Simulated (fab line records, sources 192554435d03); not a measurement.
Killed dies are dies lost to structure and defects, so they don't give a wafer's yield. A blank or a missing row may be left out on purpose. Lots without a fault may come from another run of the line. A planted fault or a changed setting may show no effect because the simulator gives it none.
A struck lot beside a sound one | flow n5_finfet | 41 steps out of a route of 1938
Sound: wafers L778.4, L778.5, L778.6. Struck: wafers L796.3, L796.5, L796.6. The cause comes at the end.
At each step with rows: each side's tool, then ch and its chambers, then its first start. Under that, the readings that differ: sound wafers | struck wafers | difference of the means | sigmas: that difference in standard deviations of wafers without a fault.
alike: readings whose means differ by less than 2 such deviations, and words and numbers that are the same on both sides. not compared: withheld readings, readings that some wafer has no value for, bounds like >300 that may hide the same value, and numbers for which the record gives no deviation and whose values overlap.
The two part at a step that has a row with sigmas, a row that says differs or no value, or rows on one side only. Numbers that don't overlap but have no deviation are shown without sigmas and don't part them. A reading that every wafer of one side lacks parts them only if that side has two wafers or more.

first, 12 steps without rows for these wafers: N5_BEOL_M2_DESCUM_33 (chemistry O2, time 7 s); N5_BEOL_M2_ETCH_77 (etches underlayer in N2/H2, target depth 6.5 nm, time 5.2 s); N5_BEOL_M2_ETCH_69 (etches SiARC in CF4, target depth 15.6 nm, time 26 s); N5_BEOL_M2_ALD_98 (deposits SiO2, target thk 2.5 nm, pulse time 1 s, co reactant pulse time 1 s); N5_BEOL_M2_ETCHBACK_99 (etches SiO2 in CHF3, target depth 5 nm, time 10.4 s); N5_BEOL_M2_ETCH_70 (etches SOC in N2/H2, target depth 80 nm, overetch 24 nm, time 130 s); N5_BEOL_M2_STRIP_71 (strips in N2/H2); N5_BEOL_M2_STRIP_78 (strips in N2/H2); N5_BEOL_M2_VIA_ETCH_34 (etches the open film in C4F6/O2, target depth 69.4 nm, time 65.9 s); N5_BEOL_M2_STRIP_83 (strips in C4F6/O2); N5_BEOL_M2_STRIP_36 (strips in N2/H2); N5_BEOL_M2_TRENCH_ETCH_37 (etches SiOC in C4F6/O2, target depth 55.555 nm, time 29.2 s).
N5_BEOL_M2_ETCH_41: etches SiCN in CH3F/O2, target depth 29.9 nm, time 52.5 s.
  sound on rie_diel-01 ch 1,2, day 6 15:06; struck on rie_diel-01 ch 1,2, day 10 21:05
  alike: drypump_motor_current_A, mfc_ar_sccm, oes_product_au, rf_vpp_V, showerhead_plenum_p_Torr, throttle_valve_pct
  not compared: rf_hours_counter_h
then, 27 steps without rows for these wafers: N5_BEOL_M2_STRIP_97 (strips in N2/H2, time 10 s); N5_BEOL_M2_HM_STRIP_39 (strips TiN in peroxide tin strip, target depth 25 nm, time 158 s); N5_BEOL_M2_SRD_40 (time 30 s); N5_BEOL_M2_PRECLEAN_42 (cleans in residue remover, time 60 s); N5_BEOL_M2_SRD_43 (time 30 s); N5_BEOL_M2_DEGAS_44 (time 60 s); N5_BEOL_M2_PRE_CLEAN_45 (time 30 s); N5_BEOL_M2_ALD_84 (deposits TaN, pulse time 2 s, purge time 3 s, co reactant purge time 2 s); N5_BEOL_M2_SURFACE_TREAT_85; N5_BEOL_M2_CVD_47 (deposits Co from CCTBA/H2, target thk 3 nm, time 223.8 s); N5_BEOL_M2_SPUTTER_48 (material Cu, target thk 4.5 nm, time 8.29 s); N5_BEOL_M2_ANNEAL_49 (time 240 s); N5_BEOL_M2_SPUTTER_79 (material Cu, target thk 4.5 nm, time 8.29 s); N5_BEOL_M2_ANNEAL_80 (time 240 s); N5_BEOL_M2_SPUTTER_81 (material Cu, target thk 4.5 nm, time 8.29 s); N5_BEOL_M2_ANNEAL_82 (time 240 s); N5_BEOL_M2_SPUTTER_86 (material Cu, target thk 4.5 nm, time 8.29 s); N5_BEOL_M2_ANNEAL_87 (time 240 s); N5_BEOL_M2_SPUTTER_88 (material Cu, target thk 4.5 nm, time 8.29 s); N5_BEOL_M2_ANNEAL_89 (time 240 s); N5_BEOL_M2_SPUTTER_90 (material Cu, target thk 4.5 nm, time 8.29 s); N5_BEOL_M2_ANNEAL_91 (time 240 s); N5_BEOL_M2_SPUTTER_92 (material Cu, target thk 4.5 nm, time 8.29 s); N5_BEOL_M2_ANNEAL_93 (time 240 s); N5_BEOL_M2_SPUTTER_94 (material Cu, target thk 4.5 nm, time 8.29 s); N5_BEOL_M2_ANNEAL_95 (time 240 s); N5_BEOL_M2_SPUTTER_96 (material Cu, target thk 4.5 nm, time 8.29 s).
-- the record jumps here: 6 days lie between the struck wafers' starts before and after (it left off in module BEOL_M2 and takes up again in module PASSIVATION, whose first step shown is number 1936 of the route) --
N5_PASSIVATION_PROBE_49:
  the record has rows for the struck wafers here (prober-01, day 17 06:49) and none for the sound ones

WHERE THEY PART
Only at N5_PASSIVATION_PROBE_49, within this record.

WHY: what the simulator had put in
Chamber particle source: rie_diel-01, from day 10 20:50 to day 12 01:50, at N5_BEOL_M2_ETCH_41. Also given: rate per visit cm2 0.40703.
